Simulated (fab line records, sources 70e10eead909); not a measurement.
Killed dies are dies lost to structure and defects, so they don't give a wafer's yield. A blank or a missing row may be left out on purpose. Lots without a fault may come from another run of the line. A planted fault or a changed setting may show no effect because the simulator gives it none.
Which tool did it? | flow nand_harc | 22 lots, 66 wafers sampled, at 3 steps of a route of 1302

WHAT THE GAUGES READ, wafer by wafer
NHARC_A_STAIRCASE_INSPECT_155.
lot  | measured     | on                | raw_defect_count
L075 | day 19 16:12 | defect_inspect-02 | 398 282 289
L076 | day 20 00:06 | defect_inspect-01 | 315 462 333
L074 | day 20 00:22 | defect_inspect-02 | 580 514 349
L078 | day 20 03:16 | defect_inspect-01 | 519 774 549
L080 | day 20 17:08 | defect_inspect-02 | 425 418 353
L079 | day 21 04:20 | defect_inspect-02 | 401 510 739
L084 | day 22 20:14 | defect_inspect-01 | 502 565 598
L082 | day 22 20:28 | defect_inspect-02 | 267 266 212
L083 | day 23 01:11 | defect_inspect-01 | 347 576 603
L081 | day 23 01:31 | defect_inspect-02 | 642 508 820
L086 | day 23 16:30 | defect_inspect-02 | 678 469 454
L085 | day 23 16:39 | defect_inspect-01 | 362 382 552
L088 | day 24 15:39 | defect_inspect-02 | 432 664 565
L089 | day 24 22:37 | defect_inspect-02 | 351 562 459
L087 | day 24 22:47 | defect_inspect-01 | 343 390 333
L091 | day 25 18:58 | defect_inspect-02 | 500 378 450
L090 | day 25 19:02 | defect_inspect-01 | 420 523 428
L094 | day 26 17:44 | defect_inspect-01 | 477 498 429
L093 | day 26 17:39 | defect_inspect-02 | 621 378 454
L096 | day 28 03:46 | defect_inspect-02 | 410 368 437
L097 | day 28 03:56 | defect_inspect-02 | 262 578 305
L095 | day 29 00:44 | defect_inspect-01 | 395 242 262

NHARC_A_SGD_CUT_CD_MEAS_09: target cd 100 nm.
lot  | measured     | on        | cd_nm (nm)
L075 | day 19 16:58 | cd_sem-01 | 99.9 99.8 100.9
L076 | day 20 01:02 | cd_sem-01 | 99.7 99.8 99.0
L074 | day 20 01:12 | cd_sem-03 | 100.4 99.9 99.9
L078 | day 20 04:04 | cd_sem-01 | 100.3 99.9 99.7
L080 | day 20 17:48 | cd_sem-03 | 100.5 100.5 100.7
L079 | day 21 05:07 | cd_sem-02 | 100.1 100.1 99.5
L084 | day 22 21:02 | cd_sem-01 | 99.6 99.1 100.0
L082 | day 22 21:16 | cd_sem-01 | 100.5 99.9 100.2
L083 | day 23 01:51 | cd_sem-02 | 99.8 99.8 100.0
L081 | day 23 02:19 | cd_sem-03 | 98.8 99.7 99.4
L086 | day 23 17:17 | cd_sem-01 | 100.4 100.3 100.3
L085 | day 23 17:32 | cd_sem-03 | 99.1 100.2 99.7
L088 | day 24 16:19 | cd_sem-01 | 100.5 100.0 100.4
L089 | day 24 23:17 | cd_sem-03 | 100.2 99.7 100.9
L087 | day 24 23:35 | cd_sem-01 | 100.6 99.9 100.0
L091 | day 25 19:45 | cd_sem-02 | 99.9 100.6 99.2
L090 | day 25 19:54 | cd_sem-02 | 100.6 100.7 100.3
L094 | day 26 18:36 | cd_sem-02 | 99.4 99.3 99.7
L093 | day 26 18:27 | cd_sem-03 | 100.2 100.4 100.4
L096 | day 28 04:34 | cd_sem-02 | 100.0 100.1 100.0
L097 | day 28 04:43 | cd_sem-02 | 99.7 99.4 100.4
L095 | day 29 01:32 | cd_sem-02 | 100.5 100.4 100.5

WHICH TOOL RAN EACH LOT (tool, then ch and the chambers of the sampled wafers, then the start)
lot  | NHARC_A_STAIRCASE_ETCHBACK_422
L075 | rie_diel-08 ch 0,1,3, day 19 14:58
L076 | rie_diel-01 ch 0,3, day 19 22:50
L074 | rie_diel-01 ch 0,2,3, day 19 23:05
L078 | rie_diel-08 ch 1,2,3, day 20 01:44
L080 | rie_diel-11 ch 0,1,3, day 20 15:53
L079 | rie_diel-01 ch 0,1,3, day 21 03:07
L084 | rie_diel-01 ch 1,2,3, day 22 18:59
L082 | rie_diel-01 ch 2,3, day 22 19:14
L083 | rie_diel-01 ch 0,1,3, day 22 23:52
L081 | rie_diel-01 ch 1,2,3, day 23 00:11
L086 | rie_diel-08 ch 0,2,3, day 23 15:16
L085 | rie_diel-08 ch 0,2,3, day 23 15:19
L088 | rie_diel-08 ch 0,2,3, day 24 14:23
L089 | rie_diel-01 ch 0,2,3, day 24 21:21
L087 | rie_diel-08 ch 0,1,2, day 24 21:34
L091 | rie_diel-01 ch 0,1,2, day 25 17:40
L090 | rie_diel-11 ch 0,2,3, day 25 17:47
L094 | rie_diel-01 ch 0,1,3, day 26 16:10
L093 | rie_diel-08 ch 1,2, day 26 16:14
L096 | rie_diel-11 ch 0,3, day 28 02:32
L097 | rie_diel-08 ch 0,1,3, day 28 02:41
L095 | rie_diel-01 ch 0,2,3, day 28 23:31
- NHARC_A_STAIRCASE_ETCHBACK_422: etches the open film in CH3F/O2, target depth 40 nm, time 74.286 s.

WHAT THE TOOLS THEMSELVES READ (means of the sampled wafers that have a number; where no wafer has one, the mark that the record gives instead)
NHARC_A_STAIRCASE_ETCHBACK_422.
lot  | tool        | drypump_motor_current_A (A) | oes_product_au (a.u.) | rf_vpp_V (V) | showerhead_plenum_p_Torr (Torr) | throttle_valve_pct (%)
L075 | rie_diel-08 | 5.6                         | 0.94                  | 245.0        | 2.48                            | 20.663
L076 | rie_diel-01 | 5.6                         | 0.97                  | 244.4        | 2.46                            | 20.661
L074 | rie_diel-01 | 5.8                         | 0.92                  | 244.2        | 2.44                            | 20.661
L078 | rie_diel-08 | 5.7                         | 0.93                  | 245.1        | 2.46                            | 20.663
L080 | rie_diel-11 | 5.7                         | 1.00                  | 245.3        | 2.49                            | 20.664
L079 | rie_diel-01 | 5.7                         | 0.94                  | 244.5        | 2.50                            | 20.657
L084 | rie_diel-01 | 5.9                         | 0.93                  | 243.5        | 2.37                            | 20.668
L082 | rie_diel-01 | 5.9                         | 0.92                  | 242.9        | 2.33                            | 20.664
L083 | rie_diel-01 | 5.7                         | 0.93                  | 244.8        | 2.49                            | 20.669
L081 | rie_diel-01 | 5.9                         | 0.93                  | 243.6        | 2.37                            | 20.657
L086 | rie_diel-08 | 5.6                         | 1.00                  | 244.6        | 2.43                            | 20.665
L085 | rie_diel-08 | 5.6                         | 0.92                  | 243.6        | 2.43                            | 20.653
L088 | rie_diel-08 | 5.6                         | 1.01                  | 243.5        | 2.42                            | 20.657
L089 | rie_diel-01 | 5.8                         | 1.01                  | 246.1        | 2.55                            | 20.663
L087 | rie_diel-08 | 5.5                         | 1.01                  | 244.5        | 2.46                            | 20.668
L091 | rie_diel-01 | 5.8                         | 0.96                  | 246.3        | 2.59                            | 20.660
L090 | rie_diel-11 | 5.8                         | 0.93                  | 244.9        | 2.51                            | 20.661
L094 | rie_diel-01 | 5.7                         | 0.92                  | 244.8        | 2.48                            | 20.666
L093 | rie_diel-08 | 5.6                         | 0.93                  | 245.3        | 2.47                            | 20.670
L096 | rie_diel-11 | 5.7                         | 0.99                  | 244.7        | 2.52                            | 20.661
L097 | rie_diel-08 | 5.6                         | 1.00                  | 243.6        | 2.45                            | 20.656
L095 | rie_diel-01 | 5.8                         | 1.00                  | 245.5        | 2.54                            | 20.663

THE ANSWER, worked out from the rows above alone
Rule: what is usual is taken from the lots themselves. Put in order of their means at a reading, lots are off if they are a third of the lots or fewer, leave a main group of 4 or more, and stand apart from it by a gap of 3 or more times the standard deviation of the main group's means; of several such gaps the widest counts. A main group whose means are all the same, to the digits that the tables above print for the reading, isn't used. A lot without any number at a reading at which 4 lots or more have one is off too. The other lots that the step has rows for count as sound. The gauges are gone through in route order, then the tools' own readings, and for those a lot's mean is taken as printed above. The first step at which some lot is off is used, and at that step the reading that is off furthest; a lot without a number counts as furthest.
No lot is off at any reading shown: from this, nothing can be told.

WHAT THE SIMULATOR HAD PUT IN
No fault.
